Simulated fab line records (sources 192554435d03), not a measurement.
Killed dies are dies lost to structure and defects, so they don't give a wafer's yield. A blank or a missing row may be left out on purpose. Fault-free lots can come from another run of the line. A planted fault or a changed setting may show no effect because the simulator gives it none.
fab line records | flow n5-finfet | part 1 of 2: steps 1 to 8 of 9
record lots=7 | wafers=20 | last-day=17
route steps=1938 shown BEOL_M11@1556 BEOL_M15@1830 PASSIVATION@1936
lots that met no fault: taken from a fault-free run of the same line
start-h: the number of hours between the record's first day and the start of the first shown wafer of the lot | wait-h: hours elapsed since this lot's preceding step | " as in the row above | L1.1+2: a row that stands for several wafers | - either no value or no given start | * or withheld: withheld | < > ~ a bound
route shown NAME@n: NAME is a module with steps in the file, n the number in the route of the first one | usual: the fault-free wafers' mean and standard deviation | same: alike in all rows | chamber/n: place in a boat | sites: per-site readings | _std_site: how widely they spread, as a standard deviation | _edge_site: the outer-site mean with the inner-site mean subtracted | radius-mm: how far each site lies from the wafer's centre | mask NAME#n: copy n | behind: the last tool/chamber to shape the wafer | hold: the reason the lot was held/the length of the hold in hours/how it ended | device: transistor that didn't switch, given as n, p or np | end of line: the route-end tests of the same wafers | a step without rows: its recipe alone | killed: dies lost to structure and defects at the first sort, not the wafer's yield | map: a wafer's dies, x killed, . not, _ none there
set.NAME: the run value of the setting; set.NAME@STEP: its run value at that earlier step | model.NAME: the simulator's own value behind a step, which no gauge read
a sample of lots followed through the steps of the route, with each step as a table and each wafer as a row
services: when a tool's chamber went out of use (start-h, in hours from the record's first day, below 0 if earlier), for how many hours, and the reason
## steps
# step N5_BEOL_M11_STRIP_67
# recipe chemistry=CF4 | resist=SiARC | power-w=300 | bias-power-w=75 | pressure-mtorr=50 | cf4-flow-sccm=150 | rf-frequency-hz=6e+07
# usual drypump-motor-current-A=5.7/0.44 | oes-product-au=0.75/0.073 | power-w=300.0/0.93 | rf-vpp-V=270.7/1.5 | showerhead-plenum-p-Torr=1.77/0.06 | throttle-valve-pct=13.76/0.24
lot.wafer | tool        | chamber | start-h | wait-h | drypump-motor-current-A | oes-product-au | power-w | rf-hours-counter-h | rf-vpp-V | showerhead-plenum-p-Torr | throttle-valve-pct
L977.2    | rie-diel-03 | 3       | 253.68  | 0.0    | 5.2                     | 0.74           | 300.8   | 173                | 269.5    | 1.73                     | 13.83
L977.5    | "           | 3       | "       | "      | 5.2                     | 0.74           | 302.1   | -                  | 269.3    | 1.73                     | 13.84
L977.6    | "           | 0       | "       | "      | 5.3                     | 0.73           | 300.1   | -                  | 272.1    | 1.87                     | 14.09
L981.3    | rie-diel-01 | 0       | 278.46  | 0.0    | 6.4                     | 0.72           | 301.8   | 204                | 270.2    | 1.76                     | 13.48
L981.4    | "           | 2       | "       | "      | 6.1                     | 0.73           | 301.4   | 188                | 272.7    | 1.86                     | 13.54
L981.5    | "           | 1       | "       | "      | 5.3                     | 0.74           | 300.0   | -                  | 269.0    | 1.71                     | 13.77
L990.1    | rie-diel-03 | 1       | 329.63  | 0.0    | 5.1                     | 0.91           | 299.8   | 20                 | 269.7    | 1.77                     | 13.63
L990.4    | "           | 2       | "       | "      | 5.9                     | 0.88           | 299.7   | 43                 | 270.2    | 1.77                     | 13.79
L990.6    | "           | 0       | "       | "      | 5.4                     | 0.71           | 299.1   | -                  | 272.7    | 1.86                     | 14.19
L991.1    | rie-diel-03 | 0       | 331.41  | 0.0    | 5.4                     | 0.71           | 299.2   | 239                | 273.3    | 1.86                     | 14.17
L991.2    | "           | 1       | "       | "      | 5.1                     | 0.90           | 300.5   | 20                 | 271.2    | 1.77                     | 13.61
L991.3    | "           | 2       | "       | "      | 5.9                     | 0.89           | 298.4   | 43                 | 270.5    | 1.77                     | 13.78
L992.1    | rie-diel-02 | 3       | 344.93  | 0.0    | 5.3                     | 0.77           | 299.4   | 127                | 270.8    | 1.82                     | 13.63
L992.6    | "           | 0       | "       | "      | 5.6                     | 0.85           | 300.3   | -                  | 271.6    | 1.82                     | 13.23
L997.1    | rie-diel-01 | 1       | 356.64  | 0.0    | 5.3                     | 0.72           | 299.4   | 210                | 270.8    | 1.70                     | 13.86
L997.2    | "           | 0       | "       | "      | 6.4                     | 0.71           | 300.7   | 231                | 271.7    | 1.76                     | 13.54
L997.6    | "           | 1       | "       | "      | 5.3                     | 0.71           | 298.5   | -                  | 270.5    | 1.70                     | 13.82
L996.1    | rie-diel-03 | 3       | 375.21  | 0.0    | 5.2                     | 0.71           | 298.3   | 215                | 267.9    | 1.72                     | 13.94
L996.2    | "           | 2       | "       | "      | 5.9                     | 0.85           | 299.7   | 59                 | 271.5    | 1.77                     | 13.84
L996.5    | "           | 2       | "       | "      | 5.8                     | 0.86           | 299.6   | -                  | 271.1    | 1.77                     | 13.80
# step N5_BEOL_M11_ETCH_65
# recipe chemistry=CF4 | target=SiARC | target-depth-a=390 | mask-material=CAR-ArF | time-s=65 | ion-energy-ev=80 | pressure-mtorr=40 | source-w=545 | bias-w=36 | Ar_flow_sccm=100 | cf4-flow-sccm=100 | ends=cleared
# usual drypump-motor-current-A=5.7/0.43 | etch-rf-on-time-s=65.1/1.9 | oes-product-au=0.65/0.067 | rf-vpp-V=183.7/1.1 | showerhead-plenum-p-Torr=2.11/0.066 | throttle-valve-pct=15.74/0.24
lot.wafer | tool        | chamber | start-h | wait-h | drypump-motor-current-A | etch-rf-on-time-s | oes-product-au | rf-hours-counter-h | rf-vpp-V | showerhead-plenum-p-Torr | throttle-valve-pct
L977.2    | rie-diel-01 | 2       | 254.95  | 0.0    | 6.1                     | 66.3              | 0.61           | 180                | 184.7    | 2.21                     | 15.48
L977.5    | "           | 1       | "       | "      | 5.3                     | 65.3              | 0.63           | -                  | 183.2    | 2.03                     | 15.77
L977.6    | "           | 0       | "       | "      | 6.4                     | 66.0              | 0.62           | -                  | 184.4    | 2.11                     | 15.44
L981.3    | rie-diel-03 | 3       | 279.34  | 0.0    | 5.2                     | 68.6              | 0.61           | 183                | 183.3    | 2.05                     | 15.87
L981.4    | "           | 2       | "       | "      | 5.8                     | 62.4              | 0.79           | 31                 | 184.0    | 2.09                     | 15.73
L981.5    | "           | 3       | "       | "      | 5.2                     | 68.6              | 0.61           | -                  | 182.2    | 2.05                     | 15.86
L990.1    | rie-diel-01 | 3       | 332.09  | 0.0    | 6.1                     | 61.8              | 0.60           | 246                | 181.4    | 2.03                     | 16.17
L990.4    | "           | 0       | "       | "      | 6.4                     | 64.8              | 0.61           | 221                | 183.2    | 2.10                     | 15.48
L990.6    | "           | 1       | "       | "      | 5.3                     | 64.2              | 0.61           | -                  | 184.1    | 2.03                     | 15.82
L991.1    | rie-diel-03 | 3       | 332.77  | 0.0    | 5.2                     | 68.7              | 0.60           | 200                | 182.2    | 2.05                     | 15.91
L991.2    | "           | 0       | "       | "      | 5.4                     | 65.9              | 0.60           | 239                | 184.3    | 2.21                     | 16.12
L991.3    | "           | 1       | "       | "      | 5.1                     | 63.7              | 0.78           | 21                 | 182.4    | 2.11                     | 15.71
L992.1    | rie-diel-02 | 0       | 347.31  | 0.0    | 5.6                     | 65.0              | 0.73           | 48                 | 183.9    | 2.18                     | 15.30
L992.6    | "           | 1       | "       | "      | 5.6                     | 65.5              | 0.63           | -                  | 184.0    | 2.03                     | 15.91
L997.1    | rie-diel-03 | 3       | 360.46  | 0.0    | 5.2                     | 67.1              | 0.60           | 208                | 182.1    | 2.04                     | 15.91
L997.2    | "           | 1       | "       | "      | 5.1                     | 63.5              | 0.76           | 30                 | 182.6    | 2.10                     | 15.73
L997.6    | "           | 2       | "       | "      | 5.9                     | 62.1              | 0.77           | -                  | 183.9    | 2.08                     | 15.76
L996.1    | rie-diel-02 | 2       | 375.88  | 0.0    | 5.9                     | 67.8              | 0.60           | 192                | 184.8    | 2.13                     | 15.78
L996.2    | "           | 1       | "       | "      | 5.6                     | 66.3              | 0.62           | 201                | 181.4    | 2.03                     | 15.93
L996.5    | "           | 3       | "       | "      | 5.3                     | 64.5              | 0.66           | -                  | 183.1    | 2.16                     | 15.62
# step N5_BEOL_M11_STRIP_77
# recipe chemistry=N2/H2 | time-s=10 | power-w=450 | temp-c=40 | pressure-mtorr=20 | rf-frequency-hz=6e+07 | bias-power-w=7 | n2-flow-sccm=200 | h2-flow-sccm=200
# usual drypump-motor-current-A=5.7/0.43 | oes-product-au=0.76/0.077 | rf-vpp-V=58.9/0.85 | showerhead-plenum-p-Torr=2.50/0.084 | throttle-valve-pct=23.7/0.37
lot.wafer | tool        | chamber | start-h | wait-h | drypump-motor-current-A | oes-product-au | rf-hours-counter-h | rf-vpp-V | showerhead-plenum-p-Torr | throttle-valve-pct
L977.2    | rie-diel-01 | 2       | -       | -      | 6.1                     | 0.72           | 180                | 59.2     | 2.63                     | 23.2
L977.5    | "           | 1       | "       | "      | 5.3                     | 0.74           | -                  | 57.7     | 2.42                     | 24.1
L977.6    | "           | 0       | "       | "      | 6.4                     | 0.71           | -                  | 58.7     | 2.50                     | 23.3
L981.3    | rie-diel-03 | 3       | -       | -      | 5.2                     | 0.73           | 183                | 59.2     | 2.41                     | 23.7
L981.4    | "           | 2       | "       | "      | 5.8                     | 0.90           | 32                 | 58.4     | 2.47                     | 23.9
L981.5    | "           | 3       | "       | "      | 5.2                     | 0.73           | -                  | 58.2     | 2.41                     | 23.7
L990.1    | rie-diel-01 | 3       | -       | -      | 6.1                     | 0.69           | 246                | 58.0     | 2.39                     | 24.3
L990.4    | "           | 0       | "       | "      | 6.4                     | 0.70           | 221                | 59.2     | 2.49                     | 23.3
L990.6    | "           | 1       | "       | "      | 5.3                     | 0.73           | -                  | 57.9     | 2.41                     | 24.1
L991.1    | rie-diel-03 | 3       | -       | -      | 5.2                     | 0.72           | 200                | 59.3     | 2.41                     | 23.8
L991.2    | "           | 0       | "       | "      | 5.4                     | 0.69           | 239                | 61.1     | 2.63                     | 24.0
L991.3    | "           | 1       | "       | "      | 5.1                     | 0.92           | 21                 | 58.3     | 2.50                     | 24.1
L992.1    | rie-diel-02 | 0       | -       | -      | 5.6                     | 0.86           | 48                 | 59.6     | 2.59                     | 23.4
L992.6    | "           | 1       | "       | "      | 5.6                     | 0.73           | -                  | 58.6     | 2.41                     | 23.9
L997.1    | rie-diel-03 | 3       | -       | -      | 5.2                     | 0.70           | 208                | 58.6     | 2.40                     | 23.8
L997.2    | "           | 1       | "       | "      | 5.1                     | 0.89           | 30                 | 59.3     | 2.49                     | 24.1
L997.6    | "           | 2       | "       | "      | 5.9                     | 0.87           | -                  | 58.1     | 2.46                     | 24.0
L996.1    | rie-diel-02 | 2       | -       | -      | 5.9                     | 0.72           | 192                | 57.5     | 2.52                     | 23.5
L996.2    | "           | 1       | "       | "      | 5.6                     | 0.72           | 201                | 57.7     | 2.41                     | 23.9
L996.5    | "           | 3       | "       | "      | 5.4                     | 0.76           | -                  | 57.9     | 2.53                     | 23.2
# step N5_BEOL_M11_ECD_50
# recipe material=Cu | target-thk-a=3180
lot.wafer  | tool      | chamber | start-h | wait-h
L977.2+5+6 | ecd-cu-01 | 1,0,1   | 257.41  | 0.1
L981.3+4+5 | ecd-cu-01 | 0,1,1   | 282.26  | 0.1
L990.1+4+6 | ecd-cu-01 | 0,0,1   | 334.95  | 0.1
L991.1+2+3 | ecd-cu-01 | 0,1,0   | 335.12  | 0.1
L992.1+6   | ecd-cu-02 | 0,1     | 349.34  | 0.1
L997.1+2+6 | ecd-cu-02 | 1,0,1   | 362.62  | 0.1
L996.1+2+5 | ecd-cu-02 | 1,0,1   | 379.75  | 0.1
# step N5_BEOL_M11_CMP_52
# recipe stop-on=SiCOH_lowk | t-overpolish-s=7 | down-force-psi=1 | platen-rpm=50 | clearing-platen-down-force-psi=1.5 | clearing-platen-rpm=50 | post-cmp-clean=cu-alkaline | target-thk-nm=140 | clearing-platen-pad-velocity-m-s=0.99484 | pad-velocity-m-s=0.99484
# usual motor-current-A=6.1/0.61 | platen-rpm=50.00/0.03 | retaining-ring-pressure-frac=1.001/0.0044 | time-to-endpoint-s=65/4.6
lot.wafer | tool   | chamber | start-h | wait-h | motor-current-A | platen-rpm | retaining-ring-pressure-frac | time-to-endpoint-s
L977.2    | cmp-03 | 1       | 257.90  | 0.3    | 7.4             | 50.00      | 1.002                        | 66
L977.6    | "      | 3       | "       | "      | 6.2             | 49.94      | 1.000                        | 65
L977.5    | "      | 0       | "       | "      | 5.9             | 49.99      | 1.000                        | 65
L981.3    | cmp-04 | 1       | 282.72  | 0.2    | 6.8             | 49.96      | 0.992                        | 60
L981.4    | "      | 2       | "       | "      | 5.2             | 49.96      | 1.000                        | 60
L981.5    | "      | 0       | "       | "      | 5.9             | 49.97      | 0.999                        | 74
L990.4    | cmp-03 | 2       | 335.35  | 0.1    | 6.2             | 50.02      | 1.006                        | 65
L990.1    | "      | 0       | "       | "      | 5.6             | 50.00      | 1.002                        | 23
L990.6    | "      | 3       | "       | "      | 6.1             | 49.96      | 0.992                        | 69
L991.3    | cmp-03 | 0       | 335.70  | 0.2    | 5.5             | 50.01      | 1.004                        | 20
L991.1    | "      | 2       | "       | "      | 6.1             | 50.02      | 1.001                        | 22
L991.2    | "      | 3       | "       | "      | 5.8             | 50.00      | 0.995                        | 20
L992.1    | cmp-03 | 3       | 349.79  | 0.3    | 5.8             | 50.00      | 1.007                        | 62
L992.6    | "      | 2       | "       | "      | 6.3             | 50.00      | 1.002                        | 63
L997.2    | cmp-04 | 1       | 363.04  | 0.2    | 6.9             | 49.95      | 0.998                        | 63
L997.1    | "      | 2       | "       | "      | 5.2             | 50.00      | 0.996                        | 62
L997.6    | "      | 1       | "       | "      | 7.1             | 49.98      | 0.997                        | 62
L996.2    | cmp-03 | 0       | 380.19  | 0.2    | 5.5             | 50.01      | 1.000                        | 58
L996.1    | "      | 1       | "       | "      | 7.4             | 50.02      | 1.003                        | 62
L996.5    | "      | 0       | "       | "      | 5.8             | 50.03      | 1.000                        | 64
# step N5_BEOL_M11_THK_MEAS_53
# recipe thk-meas-gauge=xrf | reads=Cu_of_BEOL_M11_ECD_50
# usual M11_THK=138/3.9
lot.wafer | tool          | chamber | start-h | wait-h | M11_THK[nm]
L977.2    | film-metro-02 | -       | 258.12  | -      | 137
L977.5    | "             | -       | "       | "      | 139
L977.6    | "             | -       | "       | "      | 138
L981.3    | film-metro-02 | -       | 282.94  | -      | 130
L981.4    | "             | -       | "       | "      | 142
L981.5    | "             | -       | "       | "      | 135
L990.1    | film-metro-02 | -       | 335.65  | -      | 105
L990.4    | "             | -       | "       | "      | 138
L990.6    | "             | -       | "       | "      | 141
L991.1    | film-metro-02 | -       | 336.00  | -      | 108
L991.2    | "             | -       | "       | "      | 109
L991.3    | "             | -       | "       | "      | 110
L992.1    | film-metro-01 | -       | 350.04  | -      | 139
L992.6    | "             | -       | "       | "      | 134
L997.1    | film-metro-02 | -       | 363.34  | -      | 135
L997.2    | "             | -       | "       | "      | 144
L997.6    | "             | -       | "       | "      | 144
L996.1    | film-metro-02 | -       | 380.45  | -      | 135
L996.2    | "             | -       | "       | "      | 136
L996.5    | "             | -       | "       | "      | 142
# step N5_BEOL_M11_RS_MEAS_57
# recipe thk-meas-gauge=four-point-probe | reads=Cu_of_BEOL_M11_ECD_50+Co_of_BEOL_M11_CVD_75+TaN_of_BEOL_M11_ALD_74
# usual M11_RS=0.153/0.0045
lot.wafer | tool          | chamber | start-h | wait-h | M11_RS[ohm/sq]
L977.2    | film-metro-01 | -       | 258.24  | 0.0    | 0.155
L977.5    | "             | -       | "       | "      | 0.152
L977.6    | "             | -       | "       | "      | 0.154
L981.3    | film-metro-01 | -       | 283.06  | 0.0    | 0.163
L981.4    | "             | -       | "       | "      | 0.149
L981.5    | "             | -       | "       | "      | 0.157
L990.1    | film-metro-02 | -       | 335.77  | 0.0    | 0.209
L990.4    | "             | -       | "       | "      | 0.154
L990.6    | "             | -       | "       | "      | 0.151
L991.1    | film-metro-01 | -       | 336.12  | 0.0    | 0.201
L991.2    | "             | -       | "       | "      | 0.199
L991.3    | "             | -       | "       | "      | 0.197
L992.1    | film-metro-02 | -       | 350.17  | 0.0    | 0.149
L992.6    | "             | -       | "       | "      | 0.156
L997.1    | film-metro-01 | -       | 363.46  | 0.1    | 0.160
L997.2    | "             | -       | "       | "      | 0.149
L997.6    | "             | -       | "       | "      | 0.149
L996.1    | film-metro-02 | -       | 380.58  | 0.0    | 0.159
L996.2    | "             | -       | "       | "      | 0.157
L996.5    | "             | -       | "       | "      | 0.152
# step N5_BEOL_M15_RC_MEAS_101
# usual COMB_M10=1.5e-11/3.1e-12 | COMB_M10_max_site=2.2e-11/5.2e-12 | COMB_M12=6.5e-12/1.2e-12 | COMB_M13=5e-12/8.9e-13 | COMB_M14=3.9e-12/7.5e-13 | COMB_M15=2.8e-12/5.7e-13 | COMB_M5=3.8e-11/8.1e-12 | COMB_M6=2.8e-11/5e-12 | COMB_M7=2.6e-11/5.2e-12 | COMB_M8=2.6e-11/5.8e-12 | COMB_M9=1.5e-11/3.1e-12 | SERP_M10=3.12/0.087 | SERP_M11=3.11/0.1 | SERP_M11_max_site=3.21/0.11 | SERP_M12=0.635/0.017 | SERP_M13=0.311/0.0094 | SERP_M14=0.160/0.0042 | SERP_M5=39.7/2.3 | SERP_M6=13.7/0.66 | SERP_M7=14.1/0.85 | SERP_M7_max_site=14.7/0.87 | SERP_M8=14.1/0.72 | SERP_M9=3.07/0.11 | SERP_M9_max_site=3.16/0.12
lot.wafer | tool      | chamber | start-h | wait-h | COMB_M10[S/m] | COMB_M10_max_site[S/m] | COMB_M12[S/m] | COMB_M13[S/m] | COMB_M14[S/m] | COMB_M15[S/m] | COMB_M5[S/m] | COMB_M6[S/m] | COMB_M7[S/m] | COMB_M8[S/m] | COMB_M9[S/m] | SERP_M10[ohm/um] | SERP_M11[ohm/um] | SERP_M11_max_site[ohm/um] | SERP_M12[ohm/um] | SERP_M13[ohm/um] | SERP_M14[ohm/um] | SERP_M5[ohm/um] | SERP_M6[ohm/um] | SERP_M7[ohm/um] | SERP_M7_max_site[ohm/um] | SERP_M8[ohm/um] | SERP_M9[ohm/um] | SERP_M9_max_site[ohm/um]
L977.2    | prober-01 | 0       | 286.98  | 0.2    | 1.6e-11       | 1.8e-11                | 7.2e-12       | 3.2e-12       | 3.6e-12       | 3.5e-12       | 3.9e-11      | 3.3e-11      | 2.1e-11      | 3.2e-11      | 1.4e-11      | 3.22             | 3.20             | 3.36                      | 0.612            | 0.313            | 0.157            | 40.3            | 14.8            | 14.7            | 15.2                     | 13.4            | 3.17            | 3.27
L977.5    | "         | 0       | "       | "      | 1.7e-11       | 3.4e-11                | 5.1e-12       | 4.5e-12       | 3.2e-12       | 3.1e-12       | 3.5e-11      | 2.5e-11      | 2.5e-11      | 2e-11        | 1.8e-11      | 3.08             | 3.17             | 3.27                      | 0.623            | 0.311            | 0.157            | 39.7            | 14.3            | 12.6            | 13.0                     | 14.4            | 3.03            | 3.10
L977.6    | "         | 0       | "       | "      | 1.3e-11       | 1.6e-11                | 7.7e-12       | 4.3e-12       | 5.1e-12       | 3e-12         | 4.2e-11      | 4e-11        | 2e-11        | 2.3e-11      | 1.3e-11      | 3.01             | 3.11             | 3.15                      | 0.625            | 0.319            | 0.149            | 36.7            | 14.3            | 15.5            | 16.6                     | 13.8            | 2.89            | 3.11
L981.3    | prober-02 | 0       | 305.19  | 0.3    | 1.7e-11       | 2.7e-11                | 6.2e-12       | 4.4e-12       | 3.8e-12       | 2.3e-12       | 5.8e-11      | 2.6e-11      | 2.6e-11      | 2.7e-11      | 2.5e-11      | 3.11             | 3.31             | 3.36                      | 0.648            | 0.305            | 0.160            | 40.1            | 13.9            | 13.5            | 14.1                     | 14.4            | 3.13            | 3.20
L981.4    | "         | 0       | "       | "      | 1.6e-11       | 1.8e-11                | 7.7e-12       | 4.3e-12       | 3.4e-12       | 2.8e-12       | 3.3e-11      | 3.1e-11      | 2.4e-11      | 2.5e-11      | 1.5e-11      | 3.04             | 3.04             | 3.14                      | 0.616            | 0.300            | 0.163            | 40.0            | 14.2            | 13.2            | 13.6                     | 14.2            | 2.93            | 3.04
L981.5    | "         | 0       | "       | "      | 1.3e-11       | 1.9e-11                | 6.7e-12       | 4.2e-12       | 4.4e-12       | 2.4e-12       | 4.9e-11      | 3.1e-11      | 2.4e-11      | 2.6e-11      | 1.8e-11      | 3.13             | 3.23             | 3.32                      | 0.634            | 0.302            | 0.159            | 37.7            | 13.6            | 14.0            | 14.6                     | 14.3            | 3.09            | 3.23
L990.1    | prober-02 | 0       | 358.00  | 0.0    | 1.7e-11       | 2.2e-11                | 6.5e-12       | 5.6e-12       | 3.7e-12       | 2.4e-12       | 3.4e-11      | 3.3e-11      | 2.4e-11      | 2.1e-11      | 1.3e-11      | 3.18             | 4.12             | 4.31                      | 0.682            | 0.312            | 0.150            | 39.8            | 14.3            | 15.8            | 16.1                     | 15.4            | 2.99            | 3.11
L990.4    | "         | 0       | "       | "      | 1.8e-11       | 2.7e-11                | 8.2e-12       | 4.9e-12       | 4.8e-12       | 3.1e-12       | 3.4e-11      | 3.1e-11      | 3e-11        | 2.6e-11      | 1.3e-11      | 3.04             | 3.15             | 3.25                      | 0.647            | 0.300            | 0.165            | 44.3            | 15.1            | 15.5            | 16.1                     | 15.0            | 3.19            | 3.28
L990.6    | "         | 0       | "       | "      | 1.5e-11       | 1.8e-11                | 5.3e-12       | 6.4e-12       | 3.9e-12       | 3.3e-12       | 3.5e-11      | 2.8e-11      | 3e-11        | 2.3e-11      | 1.1e-11      | 3.02             | 3.14             | 3.21                      | 0.675            | 0.310            | 0.165            | 42.8            | 14.2            | 13.8            | 14.3                     | 14.7            | 3.04            | 3.26
L991.1    | prober-02 | 0       | 361.98  | 0.0    | 2.2e-11       | 2.4e-11                | 7.2e-12       | 4.8e-12       | 5.3e-12       | 2e-12         | 3.3e-11      | 2.1e-11      | 2e-11        | 1.9e-11      | 1.5e-11      | 3.15             | 4.00             | 4.08                      | 0.648            | 0.308            | 0.166            | 41.1            | 14.8            | 13.7            | 14.2                     | 14.8            | 3.11            | 3.17
L991.2    | "         | 0       | "       | "      | 2.7e-11       | 3.7e-11                | 6.4e-12       | 4.6e-12       | 5e-12         | 1.9e-12       | 7e-11        | 2.8e-11      | 2.6e-11      | 2.6e-11      | 1.8e-11      | 3.30             | 3.92             | 3.98                      | 0.650            | 0.312            | 0.160            | 39.1            | 14.0            | 14.1            | 14.4                     | 13.5            | 2.88            | 2.94
L991.3    | "         | 0       | "       | "      | 1.5e-11       | 2.1e-11                | 8.6e-12       | 6.5e-12       | 4.4e-12       | 2.5e-12       | 5.7e-11      | 3.6e-11      | 2.2e-11      | 2.7e-11      | 1.7e-11      | 3.01             | 4.01             | 4.18                      | 0.650            | 0.320            | 0.161            | 41.7            | 13.8            | 14.6            | 15.2                     | 13.9            | 3.29            | 3.37
L992.1    | prober-02 | 0       | 372.97  | 0.0    | 1.2e-11       | 1.7e-11                | 7e-12         | 4.7e-12       | 3.8e-12       | 2.8e-12       | 4e-11        | 2.5e-11      | 2.6e-11      | 2.4e-11      | 1.2e-11      | 3.21             | 3.04             | 3.13                      | 0.643            | 0.317            | 0.162            | 38.4            | 13.6            | 13.0            | 13.5                     | 13.4            | 3.14            | 3.30
L992.6    | "         | 0       | "       | "      | 1.5e-11       | 2.5e-11                | 7.6e-12       | 3.8e-12       | 4e-12         | 2.8e-12       | 3.8e-11      | 2.5e-11      | 2.5e-11      | 2.4e-11      | 1.7e-11      | 3.22             | 3.18             | 3.28                      | 0.646            | 0.321            | 0.160            | 40.6            | 14.2            | 13.4            | 14.0                     | 13.8            | 3.06            | 3.14
L997.1    | prober-01 | 0       | 391.58  | 0.0    | 1.6e-11       | 2e-11                  | 6.1e-12       | 4.4e-12       | 4.6e-12       | 3.6e-12       | 3.9e-11      | 2e-11        | 2.7e-11      | 2.7e-11      | 1.9e-11      | 3.23             | 3.29             | 3.37                      | 0.582            | 0.310            | 0.158            | 38.6            | 12.3            | 14.4            | 15.3                     | 14.0            | 3.28            | 3.32
L997.2    | "         | 0       | "       | "      | 1e-11         | 1.7e-11                | 6.2e-12       | 6.7e-12       | 4.1e-12       | 3e-12         | 3.8e-11      | 3e-11        | 2.6e-11      | 2.6e-11      | 1.5e-11      | 3.10             | 3.03             | 3.10                      | 0.616            | 0.321            | 0.158            | 35.4            | 14.1            | 13.7            | 14.7                     | 14.4            | 3.10            | 3.27
L997.6    | "         | 0       | "       | "      | 1.2e-11       | 2.2e-11                | 5.6e-12       | 4.9e-12       | 3.3e-12       | 2.2e-12       | 3.8e-11      | 2.1e-11      | 3e-11        | 3e-11        | 1.5e-11      | 3.03             | 2.99             | 3.05                      | 0.621            | 0.309            | 0.162            | 38.9            | 13.0            | 14.0            | 14.3                     | 15.0            | 3.13            | 3.30
L996.1    | prober-01 | 0       | 406.52  | 0.0    | 1.6e-11       | 2.8e-11                | 6.9e-12       | 6.2e-12       | 4.1e-12       | 3e-12         | 2.7e-11      | 3.1e-11      | 2.1e-11      | 2.5e-11      | 1.3e-11      | 3.22             | 3.21             | 3.32                      | 0.640            | 0.299            | 0.151            | 40.3            | 12.7            | 14.1            | 14.7                     | 14.6            | 3.01            | 3.10
L996.2    | "         | 0       | "       | "      | 1.8e-11       | 2.3e-11                | 6.2e-12       | 3.9e-12       | 4.1e-12       | 3.2e-12       | 4.3e-11      | 2.6e-11      | 1.9e-11      | 3.2e-11      | 1.2e-11      | 3.02             | 3.24             | 3.36                      | 0.649            | 0.321            | 0.157            | 44.8            | 13.8            | 14.2            | 14.8                     | 12.7            | 2.99            | 3.13
L996.5    | "         | 0       | "       | "      | 1.4e-11       | 2e-11                  | 6.7e-12       | 5.9e-12       | 3.9e-12       | 4.3e-12       | 3.5e-11      | 3.1e-11      | 2.4e-11      | 2.1e-11      | 1.4e-11      | 3.05             | 3.12             | 3.18                      | 0.651            | 0.318            | 0.153            | 40.7            | 13.2            | 16.1            | 16.7                     | 14.2            | 2.97            | 3.10
# sites SERP_M11 radius-mm=0,75,75,75,75,140,140,140,140
L977.2 3.11 3.18 3.18 3.13 3.20 3.32 3.33 3.32 3.36
L981.3 3.36 3.34 3.31 3.35 3.34 3.23 3.17 3.23 3.20
L990.1 4.03 4.09 4.07 4.19 4.06 4.26 4.21 4.31 4.12
L991.1 3.88 4.00 4.02 4.02 3.91 3.93 4.03 4.08 3.94
L992.1 3.05 3.03 3.04 3.13 3.00 3.05 3.01 3.10 2.96
L997.1 3.37 3.35 3.32 3.29 3.31 3.24 3.10 3.17 3.21
L996.1 3.18 3.14 3.21 3.14 3.18 3.23 3.32 3.22 3.32
## key
first-sign step=N5_BEOL_M11_CMP_52 | reading=time-to-endpoint-s | direction=down | sigmas=9.5 | usual=* | struck=*
effect step=N5_BEOL_M11_THK_MEAS_53 | reading=M11_THK | direction=down | sigmas=7.8 | usual=138 | struck=108
effect step=N5_BEOL_M11_RS_MEAS_57 | reading=M11_RS | direction=up | sigmas=11 | usual=0.153 | struck=0.202
effect step=N5_BEOL_M15_RC_MEAS_101 | reading=SERP_M11 | direction=up | sigmas=8.6 | usual=3.11 | struck=4.01
met-at N5_BEOL_M11_ECD_50
struck-lots L990,L991
struck-wafers L990.1,L991.1,L991.2,L991.3
not-acting-at N5_BEOL_M11_STRIP_67,N5_BEOL_M11_ETCH_65,N5_BEOL_M11_STRIP_77
onset-between 282.26 334.95
fault kind=process-parameter-drift | tool=ecd-cu-01 | chamber=- | onset-h=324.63 | steps=N5_BEOL_M11_ECD_50 | channel=target-thk-a | offset=* | shape=step | end-h=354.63 | scope=struck-wafers-only | acts-in=* | stated=*
